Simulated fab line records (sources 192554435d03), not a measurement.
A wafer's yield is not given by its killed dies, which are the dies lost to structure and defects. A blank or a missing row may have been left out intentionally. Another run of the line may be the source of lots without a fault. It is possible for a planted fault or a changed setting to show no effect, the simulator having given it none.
Which of the tools did it? + flow n5_finfet + 8 lots (24 wafers sampled), 1 step of a 1938-step route

## WHAT EACH GAUGE READ, for each wafer
N5_BEOL_M4_RC_MEAS_101. Usual: DIBL_N 35.9 mV/V, standard deviation 1.4; DIBL_P 35.9 mV/V, standard deviation 1.7; IOFF_N 0.160 nA/um, standard deviation 0.026; IOFF_P 0.21 nA/um, standard deviation 0.036; ION_N 672 uA/um, standard deviation 11; ION_P 461 uA/um, standard deviation 8.1; SS_N 71.4 mV/dec, standard deviation 0.54; SS_P 73.2 mV/dec, standard deviation 0.67; VT_N 249.3 mV, standard deviation 2.7; VT_P -250 mV, standard deviation 3.9.
| lot  | measured     | on        | DIBL_N (mV/V)  | DIBL_P (mV/V)  | IOFF_N (nA/um)    | IOFF_P (nA/um) | ION_N (uA/um) | ION_P (uA/um) | SS_N (mV/dec)  | SS_P (mV/dec)  | VT_N (mV)         | VT_P (mV)      | flag |
|------|--------------|-----------|----------------|----------------|-------------------|----------------|---------------|---------------|----------------|----------------|-------------------|----------------|------|
| L693 | day 9 05:35  | prober-01 | 35.8 37.2 35.4 | 37.4 38.3 36.6 | 0.168 0.183 0.158 | 0.24 0.24 0.21 | 689 681 666   | 473 463 459   | 71.4 71.7 70.7 | 73.3 73.6 73.8 | 248.0 246.9 249.3 | -249 -247 -252 |      |
| L692 | day 9 14:31  | prober-01 | 37.4 37.1 35.0 | 35.6 36.0 33.4 | 0.178 0.178 0.136 | 0.20 0.21 0.16 | 674 686 664   | 456 458 448   | 71.8 71.6 71.7 | 73.3 73.6 72.4 | 247.8 249.2 253.0 | -255 -253 -255 |      |
| L704 | day 11 21:24 | prober-02 | 37.7 38.6 36.4 | 38.0 38.5 36.7 | 0.194 0.223 0.178 | 0.29 0.30 0.26 | 690 675 681   | 478 467 474   | 71.5 71.7 71.2 | 73.4 74.1 72.9 | 245.4 243.9 244.9 | -244 -244 -244 |      |
| L703 | day 12 01:50 | prober-01 | 36.9 35.4 35.4 | 35.9 34.5 34.0 | 0.178 0.158 0.147 | 0.21 0.20 0.18 | 678 664 662   | 461 453 445   | 72.2 72.0 71.9 | 73.9 72.6 73.1 | 247.4 249.4 252.3 | -249 -252 -254 |      |
| L705 | day 12 12:24 | prober-01 | 37.8 34.7 37.3 | 38.4 34.8 38.4 | 0.207 0.137 0.178 | 0.23 0.18 0.23 | 679 658 672   | 458 456 459   | 72.8 71.4 72.2 | 73.4 72.3 74.3 | 246.9 250.4 245.6 | -248 -252 -248 |      |
| L706 | day 13 00:23 | prober-01 | 35.5 37.5 35.4 | 35.9 38.4 35.7 | 0.162 0.193 0.156 | 0.25 0.28 0.24 | 663 680 667   | 465 472 462   | 72.1 72.4 71.2 | 72.7 74.2 72.8 | 249.5 248.3 249.9 | -243 -244 -248 |      |
| L707 | day 13 21:21 | prober-02 | 36.1 37.1 37.0 | 34.4 36.0 36.6 | 0.142 0.142 0.158 | 0.15 0.17 0.18 | 664 643 674   | 450 441 450   | 70.9 71.9 71.8 | 72.8 73.1 73.2 | 249.5 253.3 248.2 | -258 -254 -255 |      |
| L710 | day 14 04:16 | prober-02 | 36.1 35.0 38.2 | 36.2 35.4 39.4 | 0.149 0.136 0.190 | 0.18 0.17 0.24 | 665 678 675   | 456 459 462   | 71.0 70.9 71.5 | 72.9 73.7 74.2 | 252.6 253.1 249.5 | -253 -255 -248 |      |

## WHICH TOOL RAN EACH LOT (tool, then ch and the chambers of the sampled wafers, then the start)
There is no process step in the record ahead of these readings.

## AS READ BY THE TOOLS THEMSELVES (means over the sampled wafers that have a number; for cases with no such wafer, the mark the record gives instead)
The record holds no such reading with a usual standard deviation.

## THE ANSWER, worked out from the rows above alone
Rule: a lot counts as off when the mean over its wafers that have a number is more than 3 standard deviations away from the usual mean. Also off: a lot with no number at a reading for which 4 or more lots have one. All remaining lots with rows at the step are treated as sound. After the gauges, taken in route order, come the tools' own readings; for these a lot's mean is taken, as printed above. The first step at which some lot is off is used, and at that step the reading that is off furthest; a lot without a number counts as furthest.
No lot is off at any reading shown: from this, nothing can be told.

## WHAT HAD BEEN PUT IN BY THE SIMULATOR
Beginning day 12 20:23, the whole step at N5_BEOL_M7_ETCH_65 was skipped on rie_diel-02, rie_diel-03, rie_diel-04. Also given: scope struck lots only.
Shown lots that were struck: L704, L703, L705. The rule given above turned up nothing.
